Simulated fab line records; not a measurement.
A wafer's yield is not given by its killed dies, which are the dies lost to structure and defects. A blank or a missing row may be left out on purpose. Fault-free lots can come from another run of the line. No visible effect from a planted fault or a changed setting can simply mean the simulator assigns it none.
A lot that was struck, set against a sound lot :: flow n5 finfet :: 18 steps out of a route of 1938
Sound: the wafers L643.1, L643.2, L643.6. Struck: wafer L656.4. (L656.3, L656.5 of the same lot were not struck and are left out.) The cause comes at the end.
Per side, at each step with rows, come the tool, then ch with its chambers, and then its first start. Under that, the readings that differ: sound wafers :: struck wafers :: difference of the means :: sigmas: that difference in standard deviations of wafers without a fault.
alike: readings with means less than 2 such deviations apart, plus words and numbers identical on both sides. not compared: withheld readings, readings lacking a value on some wafer, bounds such as >300 that could conceal the same value, and numbers that have no deviation in the record and whose values overlap.
A row with sigmas, a row that says differs or no value, or rows on one side alone: a step with any of these is where the two part. Non-overlapping numbers with no deviation appear without sigmas and do not part them. A reading that every wafer of one side lacks parts them only if that side has two wafers or more.

N5_START_INSPECT_01: inspects for defects (unpatterned scan).
  struck on defect inspect-01, day 7 06:02; sound on defect inspect-01, day 4 00:02
  alike: raw defect count
then, 2 steps without rows for these wafers: N5_ZERO_LAYER_PRECLEAN_00 (cleans in SPM, time 600 s); N5_ZERO_LAYER_SRD_01 (time 30 s, dry time 30 s).
N5_ZERO_LAYER_PECVD_02: deposits SiO2 from SiH4/N2O, target thk 10 nm, time 6 s.
  sound on pecvd-01 ch 1,2, day 4 00:17; struck on pecvd-01 ch 1, day 7 06:17
  alike: heater power w, showerhead plenum p Torr
then, 5 steps without rows for these wafers: N5_ZERO_LAYER_HMDS_04 (time 60 s); N5_ZERO_LAYER_COAT_05 (resist thk 1000 nm); N5_ZERO_LAYER_EBR_07; N5_ZERO_LAYER_SOFTBAKE_06 (time 90 s); N5_ZERO_LAYER_EXPOSE_08 (exposes mask ZERO, defocus 0 nm, target cd 2000 nm).
N5_ZERO_LAYER_PEB_09:
  sound on litho track-01 ch 0, day 4 00:31; struck on litho track-01 ch 0, day 7 06:32
then, 2 steps without rows for these wafers: N5_ZERO_LAYER_DEVELOP_10 (develop time 60 s); N5_ZERO_LAYER_HARDBAKE_23 (time 120 s).
N5_ZERO_LAYER_CD_MEAS_11: the cd target is 2000 nm.
  sound on cd sem-02 ch 0, day 4 00:38; struck on cd sem-03 ch 0, day 7 06:39
reading: cd nm (nm)
sound: 1998.3 2000.7 2002.5
struck: 1982.1
difference: -18.4
sigmas: -7
N5_ZERO_LAYER_DESCUM_16: chemistry O2, time 7.9 s.
  sound on rie diel-02 ch 1,3, day 4 00:42; struck on rie diel-05 ch 3, day 7 06:41
reading: model.ZERO_LAYER.cd nm (nm)
sound: 1998 2001 2003
struck: 1982
difference: -19
sigmas: 
  alike: drypump motor current A, oes product au, rf vpp V, showerhead plenum p Torr, throttle valve pct
  not compared: rf hours counter h
N5_ZERO_LAYER_ETCH_17: etches SiO2 in CF4, target depth 12 nm, time 13.3 s.
  sound on rie diel-02 ch 1,3, day 4 00:44; struck on rie diel-05 ch 3, day 7 06:43
  alike: drypump motor current A, oes product au, rf vpp V, showerhead plenum p Torr, throttle valve pct
  not compared: rf hours counter h
N5_ZERO_LAYER_ETCH_18: etches Si in HBr/Cl2, target depth 120 nm, time 40 s.
  sound on rie si-03 ch 0,2,3, day 4 00:49; struck on rie si-04 ch 1, day 7 06:48
reading: model.ZERO_LAYER.cd nm (nm)
sound: 1998 2001 2002
struck: 1982
difference: -18
sigmas: 
  alike: drypump motor current A, he backside leak sccm, mfc cl2 sccm, oes product au, throttle valve pct
  not compared: rf hours counter h
N5_ZERO_LAYER_STRIP_24: strips in O2.
  sound on plasma asher-01 ch 0,1, day 4 00:55; struck on plasma asher-02 ch 0, day 7 06:55
reading: oes product au (a.u.)
sound: 0.644 0.646 0.639
struck: 0.655
difference: +0.012
sigmas: +3
  alike: drypump motor current A, heater power w, strip time to endpoint s
  not compared: rf hours counter h
-- a jump in the record: the struck wafers' starts before and after are 6 days apart (it breaks off in module ZERO_LAYER and resumes in module BEOL_M4, where the first step shown is number 1111 of the route) --
N5_BEOL_M4_RC_MEAS_101:
  sound on prober-01 ch 0, day 10 11:28; struck on prober-02 ch 0, day 13 18:40
reading: DIBL_P (mV/V)
sound: 36.4 38.9 33.8
struck: 30.7
difference: -5.7
sigmas: -2

reading: SS_P (mV/dec)
sound: 72.8 73.9 72.2
struck: 71.2
difference: -1.8
sigmas: -2
  alike: DIBL_N, IOFF_N, IOFF_P, ION_N, ION_P, SS_N, VT_N, VT_P

WHERE THEY PART
Earliest at N5_ZERO_LAYER_CD_MEAS_11; latest, in this record, at N5_BEOL_M4_RC_MEAS_101.

WHY: the cause the simulator had injected
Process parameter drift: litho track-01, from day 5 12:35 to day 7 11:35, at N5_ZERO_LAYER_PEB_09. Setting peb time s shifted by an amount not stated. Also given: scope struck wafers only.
